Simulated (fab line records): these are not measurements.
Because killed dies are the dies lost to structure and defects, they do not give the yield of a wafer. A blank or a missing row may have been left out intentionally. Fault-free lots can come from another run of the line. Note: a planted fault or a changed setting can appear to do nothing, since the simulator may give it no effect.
fab line records	flow n5-finfet	part 1 of 2: steps 1 to 24 of 32
record lots=5	wafers=15	last-day=15
route steps=1938 shown BEOL_M11@1592 BEOL_M12@1602
lots that met no fault: from a run of the same line without faults
start-h: the number of hours between the record's first day and the start of the first shown wafer of the lot	wait-h: hours from the lot's prior step to this one	" as in the row above	L1.1+2: a row that stands for several wafers	- no value, or no start given	* or withheld: withheld	< > ~ a bound
route shown NAME@n: NAME is a module with steps in the file, n the number in the route of the first one	usual: mean/standard deviation taken from wafers without a fault	same: alike in all rows	chamber/n: place in a boat	sites: the reading at each site	_std_site: standard deviation of those values	_edge_site: outer sites' mean less inner sites'	radius-mm: for every site, how far away it sits from the centre of the wafer	mask NAME#n: copy n	behind: the last tool/chamber to shape the wafer	hold: reason for holding the lot/hours on hold/outcome of the hold	device: the n, p or np transistor that did not switch	end of line: at the end of the route, the tests of the same wafers	step lacking rows: just its recipe	killed: at the first sort, the dies lost to defects and structure; wafer yield is something else	map: per-die view of a wafer (x killed, . not killed, _ where there is no die)
set.NAME: the setting that was run; set.NAME@STEP: the one run at that earlier step	model.NAME: the simulator's own value behind a step, which no gauge read
lots at selected steps of the route; one table per step, one row per wafer
services: a tool's chamber out of use, with start hour (start-h, from the record's first day; less than 0 if before it), hours out, and reason
## steps
# step N5_BEOL_M11_CVD_75
# recipe material=Co	target-thk-a=20	temp-c=withheld	precursor=CCTBA/H2	pressure-torr=30	time-s=138.9
# usual chamber-pressure-Torr=29.99/0.069
lot.wafer	tool	chamber	start-h	wait-h	chamber-pressure-Torr
L083.3	cvd-co-02	1	277.60	0.0	30.04
L083.4	"	2	"	"	29.97
L083.6	"	0	"	"	30.06
L085.1	cvd-co-02	0	294.40	0.1	30.03
L085.2	"	2	"	"	30.04
L085.4	"	2	"	"	30.15
L084.2	cvd-co-02	0	294.49	0.1	30.00
L084.4	"	1	"	"	29.98
L084.6	"	2	"	"	29.97
L089.1	cvd-co-02	1	318.41	0.5	30.04
L089.3	"	0	"	"	30.04
L089.6	"	2	"	"	30.10
L088.3	cvd-co-02	1	318.78	0.6	29.92
L088.5	"	0	"	"	29.95
L088.6	"	1	"	"	29.98
# step N5_BEOL_M11_SPUTTER_48
# recipe material=Cu	target-thk-a=120	temp-c=-20	bias-v=60	power-w=26000	chamber-pressure-pa=0.13	time-s=2
# usual chamber-pressure-pa=0.12999/0.00027	throttle-valve-pct=30.1/1
lot.wafer	tool	chamber	start-h	wait-h	chamber-pressure-pa	throttle-valve-pct
L083.3	pvd-sputter-02	-	277.72	0.1	0.12958	29.4
L083.4	"	-	"	"	0.1303	31.0
L083.6	"	-	"	"	0.13016	30.4
L085.1	pvd-sputter-01	-	294.74	0.3	0.12995	28.5
L085.2	"	-	"	"	0.1294	31.3
L085.4	"	-	"	"	0.12972	31.2
L084.2	pvd-sputter-02	-	294.75	0.2	0.12976	31.2
L084.4	"	-	"	"	0.12998	29.6
L084.6	"	-	"	"	0.13013	31.1
L089.1	pvd-sputter-02	-	318.52	0.1	0.12972	30.9
L089.3	"	-	"	"	0.12972	30.5
L089.6	"	-	"	"	0.12983	30.7
L088.3	pvd-sputter-03	-	318.89	0.1	0.12994	29.6
L088.5	"	-	"	"	0.13019	28.5
L088.6	"	-	"	"	0.13054	29.4
# step N5_BEOL_M11_ECD_50
# recipe material=Cu	target-thk-a=3180
lot.wafer	tool	chamber	start-h	wait-h
L083.3+4+6	ecd-cu-01	1,0,1	277.87	0.1
L085.1+2+4	ecd-cu-01	1,0,1	294.85	0.1
L084.2+4+6	ecd-cu-02	1,1,0	294.87	0.1
L089.1+3+6	ecd-cu-02	0	318.64	0.1
L088.3+5+6	ecd-cu-01	1,1,0	319.04	0.1
# step N5_BEOL_M11_ANNEAL_51
# recipe temp-c=225	time-s=90	ambient=N2
# usual wafer_temp_C_max=225.98/0.26
lot.wafer	tool	chamber	start-h	wait-h	wafer_temp_C_max
L083.3	rtp-anneal-02	0	278.77	0.9	225.92
L083.4	"	0	"	"	225.61
L083.6	"	0	"	"	225.87
L085.1	rtp-anneal-02	0	294.96	0.1	225.93
L085.2	"	0	"	"	225.69
L085.4	"	0	"	"	225.47
L084.2	rtp-anneal-01	0	295.32	0.4	226.08
L084.4	"	0	"	"	225.83
L084.6	"	0	"	"	225.99
L089.1	rtp-anneal-01	0	318.75	0.1	225.64
L089.3	"	0	"	"	225.89
L089.6	"	0	"	"	226.01
L088.3	rtp-anneal-01	0	319.23	0.2	225.99
L088.5	"	0	"	"	225.69
L088.6	"	0	"	"	226.21
# step N5_BEOL_M11_CMP_52
# recipe stop-on=SiCOH_lowk	t-overpolish-s=7	down-force-psi=1	platen-rpm=50	clearing-platen-down-force-psi=1.5	clearing-platen-rpm=50	post-cmp-clean=cu-alkaline	target-thk-nm=140	clearing-platen-pad-velocity-m-s=0.99484	pad-velocity-m-s=0.99484
# usual barrier-field-endpoint-s=29.2/0.63	motor-current-A=6.2/0.37	overpolish-run-s=6.998/0.0083	slurry-flow-ml-min=150.1/0.51	time-to-endpoint-s=67.0/2.8
lot.wafer	tool	chamber	start-h	wait-h	barrier-field-endpoint-s	motor-current-A	overpolish-run-s	slurry-flow-ml-min	time-to-endpoint-s
L083.3	cmp-03	3	279.02	0.2	29.6	6.2	7.010	150.9	65.5
L083.4	"	2	"	"	30.1	7.0	7.001	150.4	64.4
L083.6	"	0	"	"	30.1	6.3	7.010	149.8	67.2
L085.1	cmp-03	0	295.27	0.3	28.0	6.2	7.006	150.8	64.0
L085.4	"	2	"	"	28.8	6.7	6.997	149.6	64.1
L085.2	"	3	"	"	28.8	6.0	6.986	149.8	65.2
L084.4	cmp-04	1	295.58	0.1	29.0	6.1	6.992	150.2	67.4
L084.2	"	3	"	"	29.4	5.7	7.006	150.7	66.3
L084.6	"	1	"	"	29.2	6.2	6.991	150.0	65.0
L089.3	cmp-02	0	319.05	0.2	29.1	6.0	6.995	149.9	65.9
L089.1	"	3	"	"	28.2	5.1	6.993	149.7	61.8
L089.6	"	1	"	"	28.3	6.8	7.004	150.5	62.8
L088.3	cmp-03	0	319.52	0.2	29.4	6.1	7.001	150.2	66.1
L088.6	"	3	"	"	29.3	6.3	7.011	150.0	66.3
L088.5	"	0	"	"	29.1	5.8	6.994	149.7	67.3
# step N5_BEOL_M11_THK_MEAS_53
# recipe thk-meas-gauge=xrf	reads=Cu_of_BEOL_M11_ECD_50
# usual M11_THK=143/3.1
lot.wafer	tool	chamber	start-h	wait-h	M11_THK[nm]
L083.3	film-metro-01	-	279.32	-	143
L083.4	"	-	"	"	142
L083.6	"	-	"	"	143
L085.1	film-metro-01	-	295.57	-	143
L085.2	"	-	"	"	146
L085.4	"	-	"	"	136
L084.2	film-metro-01	-	295.88	-	145
L084.4	"	-	"	"	147
L084.6	"	-	"	"	146
L089.1	film-metro-01	-	319.34	-	142
L089.3	"	-	"	"	145
L089.6	"	-	"	"	144
L088.3	film-metro-01	-	319.78	-	149
L088.5	"	-	"	"	141
L088.6	"	-	"	"	145
# step N5_BEOL_M11_PRE_CLEAN_55
# recipe gas=NH3	time-s=15	temp-c=withheld	rf-power-w=300
lot.wafer	tool	chamber	start-h	wait-h
L083.3+4+6	pecvd-02	0,1,2	279.35	0.0
L085.1+2+4	pecvd-04	2,0,2	295.61	0.0
L084.2+4+6	pecvd-03	1,2,1	295.91	0.0
L089.1+3+6	pecvd-04	2,1,1	319.38	0.0
L088.3+5+6	pecvd-03	0,2,1	319.81	0.0
# step N5_BEOL_M11_DEP_56
# recipe material=SiCN	target-thk-a=300	temp-c=withheld	precursor=3MS/NH3	pressure-torr=3	rf-w=675	time-s=10.5
# usual chamber-pressure-Torr=3.000/0.006	showerhead-plenum-p-Torr=4.162/0.025	throttle-valve-pct=18.2/0.69
lot.wafer	tool	chamber	start-h	wait-h	chamber-pressure-Torr	showerhead-plenum-p-Torr	throttle-valve-pct
L083.3	pecvd-02	0	279.38	0.0	2.997	4.184	18.1
L083.4	"	1	"	"	2.996	4.176	19.0
L083.6	"	2	"	"	3.001	4.181	18.3
L085.1	pecvd-04	2	295.63	0.0	2.992	4.207	17.1
L085.2	"	0	"	"	3.005	4.147	19.0
L085.4	"	2	"	"	2.994	4.200	17.1
L084.2	pecvd-03	1	295.94	0.0	3.003	4.140	18.7
L084.4	"	2	"	"	2.994	4.137	16.8
L084.6	"	1	"	"	2.988	4.149	18.5
L089.1	pecvd-04	2	319.40	0.0	3.007	4.207	17.4
L089.3	"	1	"	"	3.000	4.118	18.5
L089.6	"	1	"	"	2.997	4.120	18.4
L088.3	pecvd-03	0	319.84	0.0	2.992	4.184	18.1
L088.5	"	2	"	"	2.991	4.133	16.9
L088.6	"	1	"	"	3.005	4.140	18.5
# step N5_BEOL_M11_RS_MEAS_57
# recipe thk-meas-gauge=four-point-probe	reads=Cu_of_BEOL_M11_ECD_50+Co_of_BEOL_M11_CVD_75+TaN_of_BEOL_M11_ALD_74
# usual M11_RS=0.149/0.0033
lot.wafer	tool	chamber	start-h	wait-h	M11_RS[ohm/sq]
L083.3	film-metro-01	-	279.44	0.0	0.150
L083.4	"	-	"	"	0.151
L083.6	"	-	"	"	0.150
L085.1	film-metro-02	-	295.69	0.0	0.149
L085.2	"	-	"	"	0.148
L085.4	"	-	"	"	0.159
L084.2	film-metro-02	-	296.00	0.0	0.148
L084.4	"	-	"	"	0.146
L084.6	"	-	"	"	0.146
L089.1	film-metro-02	-	319.47	0.0	0.151
L089.3	"	-	"	"	0.148
L089.6	"	-	"	"	0.148
L088.3	film-metro-02	-	319.90	0.0	0.144
L088.5	"	-	"	"	0.154
L088.6	"	-	"	"	0.149
# step N5_BEOL_M11_INSPECT_58
# recipe inspect-instrument=darkfield	mode=post-dep
# usual raw-defect-count=64/20
lot.wafer	tool	chamber	start-h	wait-h	raw-defect-count
L083.3	defect-inspect-01	-	279.47	0.0	59
L083.4	"	-	"	"	60
L083.6	"	-	"	"	59
L085.1	defect-inspect-02	-	295.72	0.0	56
L085.2	"	-	"	"	22
L085.4	"	-	"	"	48
L084.2	defect-inspect-01	-	296.03	0.0	70
L084.4	"	-	"	"	79
L084.6	"	-	"	"	69
L089.1	defect-inspect-02	-	319.49	0.0	30
L089.3	"	-	"	"	64
L089.6	"	-	"	"	51
L088.3	defect-inspect-02	-	319.93	0.0	74
L088.5	"	-	"	"	78
L088.6	"	-	"	"	78
# step N5_BEOL_M12_ILD_DEP_00
# recipe material=SiOC	target-thk-a=6589.2	temp-c=350	precursor=DEMS/O2	pressure-torr=5	rf-w=500	time-s=130.7
# usual chamber-pressure-Torr=5.001/0.0097	heater-power-w=518/94	showerhead-plenum-p-Torr=5.696/0.018	throttle-valve-pct=12.3/0.67
lot.wafer	tool	chamber	start-h	wait-h	chamber-pressure-Torr	heater-power-w	showerhead-plenum-p-Torr	throttle-valve-pct
L083.3	pecvd-01	1	279.58	0.1	5.004	425	5.730	13.4
L083.4	"	2	"	"	5.010	531	5.698	12.1
L083.6	"	2	"	"	5.002	421	5.714	11.8
L085.1	pecvd-01	0	295.76	0.0	4.999	352	5.686	12.6
L085.2	"	2	"	"	5.015	468	5.712	11.9
L085.4	"	1	"	"	5.005	493	5.700	13.5
L084.2	pecvd-04	1	296.06	0.0	4.999	568	5.668	12.3
L084.4	"	1	"	"	4.979	600	5.671	12.1
L084.6	"	0	"	"	4.988	687	5.695	12.6
L089.1	pecvd-01	1	319.53	0.0	4.988	509	5.700	13.6
L089.3	"	2	"	"	5.005	535	5.706	12.2
L089.6	"	1	"	"	4.981	418	5.714	13.3
L088.3	pecvd-01	1	319.97	0.0	4.983	439	5.707	13.3
L088.5	"	0	"	"	5.007	376	5.662	12.5
L088.6	"	1	"	"	4.993	475	5.722	13.3
# step N5_BEOL_M12_THK_MEAS_01
# recipe reads=SiOC_of_BEOL_M12_ILD_DEP_00
# usual M12_ILD_THK=657/8.9
lot.wafer	tool	chamber	start-h	wait-h	M12_ILD_THK[nm]
L083.3	film-metro-02	-	279.72	0.1	662
L083.4	"	-	"	"	655
L083.6	"	-	"	"	654
L085.1	film-metro-01	-	295.89	0.1	662
L085.2	"	-	"	"	652
L085.4	"	-	"	"	661
L084.2	film-metro-02	-	296.19	0.1	651
L084.4	"	-	"	"	651
L084.6	"	-	"	"	668
L089.1	film-metro-01	-	319.66	0.1	649
L089.3	"	-	"	"	649
L089.6	"	-	"	"	657
L088.3	film-metro-02	-	320.10	0.1	646
L088.5	"	-	"	"	667
L088.6	"	-	"	"	658
# step N5_BEOL_M12_COAT_58
# recipe resist=BARC	temp-c=205	time-s=60	spin-rpm=1500	resist-thk-nm=89
# usual dispense-pressure-kPa=52/5.2
lot.wafer	tool	chamber	start-h	wait-h	dispense-pressure-kPa
L083.3	litho-track-02	0	279.75	0.0	43
L083.4	"	0	"	"	43
L083.6	"	0	"	"	43
L085.1	litho-track-05	0	295.92	0.0	49
L085.2	"	0	"	"	49
L085.4	"	0	"	"	49
L084.2	litho-track-05	0	296.23	0.0	49
L084.4	"	0	"	"	49
L084.6	"	0	"	"	49
L089.1	litho-track-04	0	319.69	0.0	56
L089.3	"	0	"	"	56
L089.6	"	0	"	"	56
L088.3	litho-track-04	0	320.13	0.0	56
L088.5	"	0	"	"	56
L088.6	"	0	"	"	56
# step N5_BEOL_M12_COAT_04
# recipe spin-rpm=1625	resist-thk-nm=400
# usual dispense-pressure-kPa=52/5.2
lot.wafer	tool	chamber	start-h	wait-h	dispense-pressure-kPa
L083.3	litho-track-02	0	-	-	43
L083.4	"	0	"	"	43
L083.6	"	0	"	"	43
L085.1	litho-track-05	0	-	-	50
L085.2	"	0	"	"	50
L085.4	"	0	"	"	50
L084.2	litho-track-05	0	-	-	50
L084.4	"	0	"	"	50
L084.6	"	0	"	"	50
L089.1	litho-track-04	0	-	-	56
L089.3	"	0	"	"	56
L089.6	"	0	"	"	56
L088.3	litho-track-04	0	-	-	56
L088.5	"	0	"	"	56
L088.6	"	0	"	"	56
# step N5_BEOL_M12_EBR_06
# recipe solvent=PGMEA	ebr-width-mm=1.5
# same ebr-width-mm=1.5
lot.wafer	tool	chamber	start-h	wait-h
L083.3+4+6	litho-track-02	0	-	-
L085.1+2+4	litho-track-05	0	-	-
L084.2+4+6	litho-track-05	0	-	-
L089.1+3+6	litho-track-04	0	-	-
L088.3+5+6	litho-track-04	0	-	-
# step N5_BEOL_M12_SOFTBAKE_05
# recipe temp-c=130	time-s=60
lot.wafer	tool	chamber	start-h	wait-h
L083.3+4+6	litho-track-02	0	-	-
L085.1+2+4	litho-track-05	0	-	-
L084.2+4+6	litho-track-05	0	-	-
L089.1+3+6	litho-track-04	0	-	-
L088.3+5+6	litho-track-04	0	-	-
# step N5_BEOL_M12_EXPOSE_07
# recipe mask-id=V11	na=0.93	source-shape=conventional	sigma-outer=0.6	polarization=unpolarized	attpsm-phase-deg=180	dose-mj=32.5
# usual reticle-temp-C=23.00/0.11
lot.wafer	tool	chamber	start-h	wait-h	mask	reticle-temp-C
L083.3	krf-scanner-02	0	279.86	-	V11#0	23.04
L083.4	"	0	"	"	V11#0	23.15
L083.6	"	0	"	"	V11#0	22.89
L085.1	krf-scanner-01	0	296.14	-	V11#0	22.88
L085.2	"	0	"	"	V11#0	23.01
L085.4	"	0	"	"	V11#0	22.97
L084.2	krf-scanner-01	0	296.33	-	V11#0	23.08
L084.4	"	0	"	"	V11#0	23.18
L084.6	"	0	"	"	V11#0	22.94
L089.1	krf-scanner-01	0	319.79	-	V11#0	23.19
L089.3	"	0	"	"	V11#0	22.94
L089.6	"	0	"	"	V11#0	22.99
L088.3	krf-scanner-01	0	320.24	-	V11#0	22.94
L088.5	"	0	"	"	V11#0	22.94
L088.6	"	0	"	"	V11#0	22.94
# step N5_BEOL_M12_PEB_08
# recipe peb-temp-c=130	peb-time-s=90
lot.wafer	tool	chamber	start-h	wait-h
L083.3+4+6	litho-track-05	0	279.91	0.0
L085.1+2+4	litho-track-02	0	296.20	0.1
L084.2+4+6	litho-track-05	0	296.38	0.0
L089.1+3+6	litho-track-02	0	319.85	0.1
L088.3+5+6	litho-track-02	0	320.29	0.0
# step N5_BEOL_M12_DEVELOP_09
# recipe develop-time-s=45	rinse-liquid=diw	dry=air-spin	dev-temp-c=21
# usual developer-temp-C=21.00/0.12
lot.wafer	tool	chamber	start-h	wait-h	developer-temp-C
L083.3	litho-track-05	0	-	-	20.99
L083.4	"	0	"	"	20.86
L083.6	"	0	"	"	21.13
L085.1	litho-track-02	0	-	-	21.07
L085.2	"	0	"	"	21.13
L085.4	"	0	"	"	21.05
L084.2	litho-track-05	0	-	-	21.05
L084.4	"	0	"	"	21.12
L084.6	"	0	"	"	21.02
L089.1	litho-track-02	0	-	-	20.80
L089.3	"	0	"	"	20.80
L089.6	"	0	"	"	20.87
L088.3	litho-track-02	0	-	-	20.96
L088.5	"	0	"	"	21.19
L088.6	"	0	"	"	20.98
# step N5_BEOL_M12_HARDBAKE_14
# recipe temp-c=130	time-s=120
lot.wafer	tool	chamber	start-h	wait-h
L083.3+4+6	litho-track-05	0	-	-
L085.1+2+4	litho-track-02	0	-	-
L084.2+4+6	litho-track-05	0	-	-
L089.1+3+6	litho-track-02	0	-	-
L088.3+5+6	litho-track-02	0	-	-
# step N5_BEOL_M12_CD_MEAS_10
# recipe target-cd-nm=140	landing-energy-ev=500	detector=se-inlens	polarity=opening
# usual cd-nm=139.8/1.6
lot.wafer	tool	chamber	start-h	wait-h	cd-nm
L083.3	cd-sem-03	0	280.02	-	140.1
L083.4	"	0	"	"	141.5
L083.6	"	0	"	"	142.2
L085.1	cd-sem-02	0	296.32	-	138.4
L085.2	"	0	"	"	137.8
L085.4	"	0	"	"	140.1
L084.2	cd-sem-02	0	296.50	-	141.2
L084.4	"	0	"	"	138.9
L084.6	"	0	"	"	139.7
L089.1	cd-sem-01	0	319.97	-	140.2
L089.3	"	0	"	"	140.0
L089.6	"	0	"	"	137.2
L088.3	cd-sem-01	0	320.40	-	142.7
L088.5	"	0	"	"	140.4
L088.6	"	0	"	"	138.9
# step N5_BEOL_M12_OVL_MEAS_11
# recipe points-per-wafer=44
# usual V11_OVL=3/5.9
lot.wafer	tool	chamber	start-h	wait-h	V11_OVL[nm]
L083.3	overlay-02	0	280.05	0.0	4
L083.4	"	0	"	"	10
L083.6	"	0	"	"	4
L085.1	overlay-01	0	296.35	0.0	-3
L085.2	"	0	"	"	6
L085.4	"	0	"	"	1
L084.2	overlay-01	0	296.53	0.0	0
L084.4	"	0	"	"	-4
L084.6	"	0	"	"	-1
L089.1	overlay-02	0	320.00	0.0	7
L089.3	"	0	"	"	6
L089.6	"	0	"	"	2
L088.3	overlay-02	0	320.43	0.0	-4
L088.5	"	0	"	"	2
L088.6	"	0	"	"	2
# step N5_BEOL_M12_INSPECT_12
# recipe mode=adi	inspect-instrument=macro
# usual raw-defect-count=2.3/1.5
lot.wafer	tool	chamber	start-h	wait-h	raw-defect-count
L083.3	defect-inspect-01	-	280.07	0.0	2
L083.4	"	-	"	"	5
L083.6	"	-	"	"	2
L085.1	defect-inspect-02	-	296.37	0.0	3
L085.2	"	-	"	"	1
L085.4	"	-	"	"	3
L084.2	defect-inspect-01	-	296.55	0.0	5
L084.4	"	-	"	"	1
L084.6	"	-	"	"	1
L089.1	defect-inspect-01	-	320.02	0.0	2
L089.3	"	-	"	"	0
L089.6	"	-	"	"	2
L088.3	defect-inspect-01	-	320.46	0.0	4
L088.5	"	-	"	"	3
L088.6	"	-	"	"	6
# step N5_BEOL_M12_DESCUM_15
# recipe chemistry=O2	time-s=7.9	source-power-w=50	bias-power-w=20	pressure-mtorr=20	rf-frequency-hz=2.712e+07	temp-c=40	o2-flow-sccm=225
# usual drypump-motor-current-A=5.6/0.43	o2-flow-sccm=225.1/0.59	oes-product-au=0.78/0.069	rf-vpp-V=243.2/1.2	showerhead-plenum-p-Torr=2.10/0.053	throttle-valve-pct=20.55/0.21
lot.wafer	tool	chamber	start-h	wait-h	drypump-motor-current-A	o2-flow-sccm	oes-product-au	rf-hours-counter-h	rf-vpp-V	showerhead-plenum-p-Torr	throttle-valve-pct
L083.3	rie-diel-05	1	280.11	0.0	5.7	225.0	0.72	210	242.9	2.10	20.73
L083.4	"	3	"	"	6.3	224.9	0.77	155	242.8	2.07	20.30
L083.6	"	0	"	"	5.9	225.3	0.77	-	244.2	2.10	20.74
L085.1	rie-diel-01	3	296.40	0.0	6.1	225.9	0.83	98	244.7	2.12	20.29
L085.2	"	1	"	"	5.3	225.0	0.91	19	243.7	2.16	20.49
L085.4	"	0	"	"	5.1	224.6	0.73	169	242.5	2.08	20.45
L084.2	rie-diel-02	1	296.64	0.1	6.3	225.1	0.92	11	241.1	2.03	20.23
L084.4	"	2	"	"	6.3	225.3	0.82	65	246.8	2.22	20.44
L084.6	"	3	"	"	5.4	225.1	0.70	-	242.9	2.05	20.53
L089.1	rie-diel-01	2	320.06	0.0	5.3	224.4	0.72	213	242.1	2.00	20.93
L089.3	"	1	"	"	5.3	225.6	0.90	28	242.9	2.16	20.52
L089.6	"	3	"	"	6.1	224.8	0.82	-	243.0	2.12	20.30
L088.3	rie-diel-01	3	320.49	0.0	6.1	225.8	0.82	106	243.7	2.12	20.30
L088.5	"	2	"	"	5.2	225.0	0.72	-	239.6	2.00	20.92
L088.6	"	1	"	"	5.3	225.0	0.91	-	244.8	2.16	20.53
